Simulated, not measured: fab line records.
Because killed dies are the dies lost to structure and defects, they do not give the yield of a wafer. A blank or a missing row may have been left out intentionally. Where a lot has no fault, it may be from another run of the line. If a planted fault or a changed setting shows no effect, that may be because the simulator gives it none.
Split-lot study | flow n5Finfet | 7 lots, 39 wafers read, on a route of 1938 steps

## ABOUT THE SPLIT
At N5_BEOL_M15_SPUTTER_43 (material TaN, target thk 15 nm, time 24.19 s), the setting timeS was moved away from the recipe's 24.19 s on 15 of the 39 wafers read, by -46.4% to +52.8%. This setting was run at the recipe's value on the other wafers.

## FROM THE SPLIT TO THE READING: what the file shows between them, 4 steps
- N5_BEOL_M15_SPUTTER_44: material Ta, target thk 15 nm, time 24.19 s
- N5_BEOL_M15_SPUTTER_45: material Cu, target thk 100 nm, time 16.67 s
- N5_BEOL_M15_ECD_47: material Cu, target thk 1860 nm
- N5_BEOL_M15_ANNEAL_48: time 90 s

## THE READING
barrierFieldEndpointS, in s, at N5_BEOL_M15_CMP_49 (polishes, stops on SiO2, t overpolish 4.9 s, target thk 850 nm). On this fab line, fault-free wafers typically give 11.48 s with a standard deviation of 0.28 s.

wafer  | tool, chamber at the split | timeS as run, s | against the recipe | barrierFieldEndpointS, s | against lot-mates on the recipe
L083.1 | pvdSputter-03, -           | 36.96           | +52.8%             | 14.34                    | +2.95
L083.3 | pvdSputter-03, -           | 24.19           | recipe             | 11.52                    | -
L083.4 | pvdSputter-03, -           | 36.96           | +52.8%             | 14.09                    | +2.70
L083.2 | pvdSputter-03, -           | 36.96           | +52.8%             | 14.14                    | +2.75
L083.5 | pvdSputter-03, -           | 24.19           | recipe             | 11.38                    | -
L083.6 | pvdSputter-03, -           | 24.19           | recipe             | 11.26                    | -
L086.1 | pvdSputter-02, -           | 24.19           | recipe             | 11.00                    | -
L086.3 | pvdSputter-02, -           | 12.97           | -46.4%             | 8.78                     | -2.71
L086.4 | pvdSputter-02, -           | 24.19           | recipe             | 11.49                    | -
L086.2 | pvdSputter-02, -           | 24.19           | recipe             | 11.98                    | -
L086.5 | pvdSputter-02, -           | 12.97           | -46.4%             | 8.58                     | -2.91
L086.6 | pvdSputter-02, -           | 12.97           | -46.4%             | 8.77                     | -2.72
L082.3 | pvdSputter-03, -           | 24.19           | recipe             | 11.59                    | -
L082.5 | pvdSputter-03, -           | 24.19           | recipe             | 11.21                    | -
L082.6 | pvdSputter-03, -           | 24.19           | recipe             | 11.46                    | -
L088.3 | pvdSputter-02, -           | 24.19           | recipe             | 11.67                    | -
L088.2 | pvdSputter-02, -           | 24.19           | recipe             | 11.43                    | -
L088.1 | pvdSputter-02, -           | 24.19           | recipe             | 11.37                    | -
L088.4 | pvdSputter-02, -           | 24.19           | recipe             | 11.51                    | -
L088.5 | pvdSputter-02, -           | 24.19           | recipe             | 11.79                    | -
L088.6 | pvdSputter-02, -           | 24.19           | recipe             | 11.57                    | -
L092.4 | pvdSputter-03, -           | 24.19           | recipe             | 11.11                    | -
L092.2 | pvdSputter-03, -           | 24.19           | recipe             | 11.51                    | -
L092.3 | pvdSputter-03, -           | 24.19           | recipe             | 11.63                    | -
L092.1 | pvdSputter-03, -           | 14.82           | -38.7%             | 8.69                     | -2.73
L092.5 | pvdSputter-03, -           | 14.82           | -38.7%             | 8.77                     | -2.65
L092.6 | pvdSputter-03, -           | 14.82           | -38.7%             | 9.19                     | -2.23
L093.1 | pvdSputter-03, -           | 35.39           | +46.3%             | 13.98                    | +2.73
L093.2 | pvdSputter-03, -           | 35.39           | +46.3%             | 13.56                    | +2.31
L093.4 | pvdSputter-03, -           | 24.19           | recipe             | 11.06                    | -
L093.3 | pvdSputter-03, -           | 24.19           | recipe             | 11.33                    | -
L093.5 | pvdSputter-03, -           | 24.19           | recipe             | 11.35                    | -
L093.6 | pvdSputter-03, -           | 35.39           | +46.3%             | 14.11                    | +2.86
L097.4 | pvdSputter-01, -           | 24.19           | recipe             | 11.28                    | -
L097.3 | pvdSputter-01, -           | 24.19           | recipe             | 11.45                    | -
L097.1 | pvdSputter-01, -           | 16.94           | -30.0%             | 10.16                    | -1.25
L097.2 | pvdSputter-01, -           | 16.94           | -30.0%             | 9.70                     | -1.71
L097.5 | pvdSputter-01, -           | 24.19           | recipe             | 11.50                    | -
L097.6 | pvdSputter-01, -           | 16.94           | -30.0%             | 9.53                     | -1.88

FIT RESULTS
A straight line over all 39 wafers: barrierFieldEndpointS changes by +0.0561 s for each +1% of timeS; r = +0.99; the points scatter about the line by 0.25 s.
The same after taking each lot's own level away (the mean of its wafers on the recipe; 39 wafers): +0.0575 s for each +1%; r = +0.99; scatter 0.23 s.
That fit puts the effect of the largest move of timeS on the reading at 3 s.
Measured against the standard deviation above, the lots' own levels, which go from 11.247 to 11.557 s, span 1.1 times it.
The two slopes agree, so the slope changes little with the lot-to-lot level.
Check: +3 s against its lot-mates is what the line predicts for one of the wafers moved furthest among these (+52.8%) when that wafer is left out of the fit. It came out at +2.95 s against them.

## FURTHER SPLITS ON THESE WAFERS
These wafers also went through other splits before the reading. Each is held against what the fit with the lots' levels taken away leaves over:
other split on the same wafers     | wafers away from the commonest value | r with barrierFieldEndpointS (lot level and that fit taken away)
N5_DUMMY_GATE_ETCH_31 targetDepthA | 15                                   | +0.04
N5_GATE_CUT_ALD_22 aldCycles       | 15                                   | +0.17
N5_BEOL_M4_DESCUM_16 timeS         | 18                                   | -0.08
N5_BEOL_M9_DEP_56 targetThkA       | 12                                   | -0.22

## THE WHOLE CHAIN: every reading that the file lists as answering this split, in the file's order
step                   | what it does                                                   | reading                                                                           | change (the file's fit)               | r (the file's)
N5_BEOL_M15_SPUTTER_43 | material TaN, target thk 15 nm, time 24.19 s                   | TaN_of_BEOL_M15_SPUTTER_43.thkNm (the simulator's own value, which no gauge read) | +0.15 nm for each +1% of the setting  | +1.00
N5_BEOL_M15_CMP_49     | polishes, stops on SiO2, t overpolish 4.9 s, target thk 850 nm | barrierFieldEndpointS                                                             | +0.0575 s for each +1% of the setting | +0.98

## THE FILE'S OWN FIT
barrierFieldEndpointS changes by +0.0575 s for each +1% of timeS, r = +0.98.
